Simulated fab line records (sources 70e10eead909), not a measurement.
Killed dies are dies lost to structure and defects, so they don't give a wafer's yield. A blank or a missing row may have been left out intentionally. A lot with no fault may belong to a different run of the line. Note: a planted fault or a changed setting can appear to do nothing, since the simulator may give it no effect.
Struck lot and sound lot, side by side || flow nand-harc || 15 steps out of a route of 1302
Sound: these wafers, L140.3, L140.4, L140.6. Wafers struck: L130.2, L130.4, L130.5. The cause comes at the end.
Per side, at each step with rows, come the tool, then ch with its chambers, and then its first start. Under that, the readings that differ: sound wafers || struck wafers || difference of the means || sigmas: that difference in standard deviations of wafers without a fault.
alike: same words and numbers on both sides, and readings whose means sit less than 2 such deviations apart. not compared: any withheld reading, any reading some wafer has no value for, any bound like >300 that may hide the same value, and any number with overlapping values for which the record gives no deviation.
A row with sigmas, a row that says differs or no value, or rows on one side alone: a step with any of these is where the two part. Numbers that have no deviation but don't overlap get no sigmas and don't part them. Lack of a reading on every wafer of one side parts them only where that side has two or more wafers.

NHARC_P_START_INSPECT_01:
  sound on defect-inspect-01, day 8 22:02; struck on defect-inspect-02, day 4 18:02
  alike: raw-defect-count
then, 10 steps without rows for these wafers: NHARC_P_ZERO_WELL_PRECLEAN_00 (cleans in SPM, time 600 s); NHARC_P_ZERO_WELL_SRD_01; NHARC_P_ZERO_WELL_PECVD_02 (deposits SiO2, target thk 10 nm); NHARC_P_ZERO_WELL_DEHYDRATE_03 (time 120 s); NHARC_P_ZERO_WELL_HMDS_04 (time 30 s); NHARC_P_ZERO_WELL_COAT_64 (time 65 s); NHARC_P_ZERO_WELL_COAT_05 (resist thk 600 nm); NHARC_P_ZERO_WELL_SOFTBAKE_06 (time 70 s); NHARC_P_ZERO_WELL_EBR_07; NHARC_P_ZERO_WELL_EXPOSE_08 (exposes mask P ZERO, target cd 500 nm).
NHARC_P_ZERO_WELL_PEB_09: peb time 80 s.
  sound on litho-track-02 ch 0, day 8 23:02; struck on litho-track-02 ch 0, day 4 19:02
  alike: chill-plate-temp-C, exhaust-pa
then, 1 step without rows for these wafers: NHARC_P_ZERO_WELL_DEVELOP_10 (time 50 s).
NHARC_P_ZERO_WELL_CD_MEAS_11 targets a cd of 500 nm.
  sound on cd-sem-01 ch 0, day 8 23:07; struck on cd-sem-03 ch 0, day 4 19:07
{"reading": "cd-nm (nm)", "sound": "503.3 501.1 497.8", "struck": "510.1 510.5 512.9", "difference": "+10.4", "sigmas": "+6"}
then, 1 step without rows for these wafers: NHARC_P_ZERO_WELL_HARDBAKE_12 (time 65 s).

== WHERE THEY PART ==
NHARC_P_ZERO_WELL_CD_MEAS_11 only, going by this record.

WHY: what had been put in by the simulator
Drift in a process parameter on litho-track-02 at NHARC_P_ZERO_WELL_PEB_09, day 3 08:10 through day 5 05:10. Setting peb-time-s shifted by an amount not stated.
